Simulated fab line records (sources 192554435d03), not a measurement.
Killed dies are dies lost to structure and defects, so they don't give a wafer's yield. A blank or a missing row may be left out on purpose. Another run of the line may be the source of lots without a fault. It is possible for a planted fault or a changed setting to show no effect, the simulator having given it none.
Chamber matching    flow n5Finfet    rieDiel-04 running N5_BEOL_M1_ETCH_70: 4 sister chambers
The step etches SOC in N2/H2, target depth 80 nm, overetch 16 nm, time 120 s. 8 wafers are shown with their chamber, then 10 later ones without.

## WAFERS PAIRED WITH THEIR CHAMBERS
wafer   chamber  showerheadPlenumPTorr (Torr)  throttleValvePct (%)
L077.6  0        2.52                          18.05
L082.1  2        2.52                          17.91
L082.5  1        2.66                          17.87
L084.2  0        2.51                          18.06
L084.5  2        2.52                          17.89
L084.6  3        2.41                          18.14
L085.2  3        2.41                          18.13
L085.3  1        2.66                          17.88

## WAFERS WHOSE CHAMBER IS MISSING
wafer   showerheadPlenumPTorr (Torr)  throttleValvePct (%)
L085.5  2.41                          18.17
L091.1  2.51                          17.55
L091.4  2.51                          18.07
L091.5  2.51                          18.07
L095.4  2.65                          17.90
L095.5  2.51                          18.07
L095.6  2.40                          18.18
L096.1  2.51                          17.55
L096.3  2.40                          18.18
L096.5  2.51                          18.08

## WHICH CHAMBER EACH ONE RAN IN
wafer   from the rows above  in truth
L085.5  3                    3
L091.1  2                    2
L091.4  0                    0
L091.5  0                    0
L095.4  1                    1
L095.5  0                    0
L095.6  3                    3
L096.1  2                    2
L096.3  3                    3
L096.5  0                    0
Correctly placed: 10 of 10. Number that these rows cannot place: 0. Placed wrongly: 0.
How it was worked out, from the rows above alone: a wafer's distance from a chamber is the root of the sum, over the readings, of the square of ((its reading less the chamber's mean) divided by the reading's scatter). The wafer belongs to the nearest chamber; if the next one is less than 2 further off, it can't be placed. For every chamber, the mean is computed from those of its wafers that are shown. How the scatter is found: for the shown wafers, subtract from each reading the mean of its chamber, square and add these, divide the total by (wafers less chambers), then take the root.
